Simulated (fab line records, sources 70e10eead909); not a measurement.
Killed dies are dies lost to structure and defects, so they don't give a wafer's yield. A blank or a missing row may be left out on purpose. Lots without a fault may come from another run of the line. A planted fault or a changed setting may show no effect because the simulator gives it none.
Chamber matching | flow nand_harc | NHARC_P_GATE_ETCH_32 on rie_si-06: 4 sister chambers
The step etches the open film in HBr/Cl2, target depth 150 nm, time 100.1 s. 4 wafers are shown with their chamber, then 8 later ones without.

WAFERS WITH THEIR CHAMBER
wafer  | chamber | drypump_motor_current_A (A)
L088.1 | 3       | 5.8
L093.1 | 1       | 6.2
L093.5 | 2       | 5.7
L097.1 | 0       | 6.7

WAFERS WITHOUT THEIR CHAMBER
wafer  | drypump_motor_current_A (A)
L097.2 | 5.7
L097.6 | 5.8
L095.1 | 6.6
L095.3 | 6.3
L095.5 | 5.7
L096.2 | 5.7
L096.4 | 6.7
L096.5 | 5.7

WHICH CHAMBER EACH WENT THROUGH
wafer  | from the rows above     | in truth
L097.2 | can't be placed: 2 or 3 | 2
L097.6 | can't be placed: 3 or 2 | 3
L095.1 | 0                       | 0
L095.3 | 1                       | 1
L095.5 | can't be placed: 2 or 3 | 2
L096.2 | can't be placed: 2 or 3 | 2
L096.4 | 0                       | 0
L096.5 | can't be placed: 2 or 3 | 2
Placed correctly: 3 of 8. Can't be placed from these rows: 5 (the true chamber is among the candidates in 5). Placed wrongly: 0.
How it was worked out, from the rows above alone: a wafer's distance from a chamber is the root of the sum, over the readings, of the square of ((its reading less the chamber's mean) divided by the reading's scatter). The wafer belongs to the nearest chamber; if the next one is less than 2 further off, it can't be placed. A chamber's mean is the mean of its shown wafers. The scatter: with one shown wafer a chamber, the root of the mean of the squares of how far each hidden wafer lies from its nearest shown one.
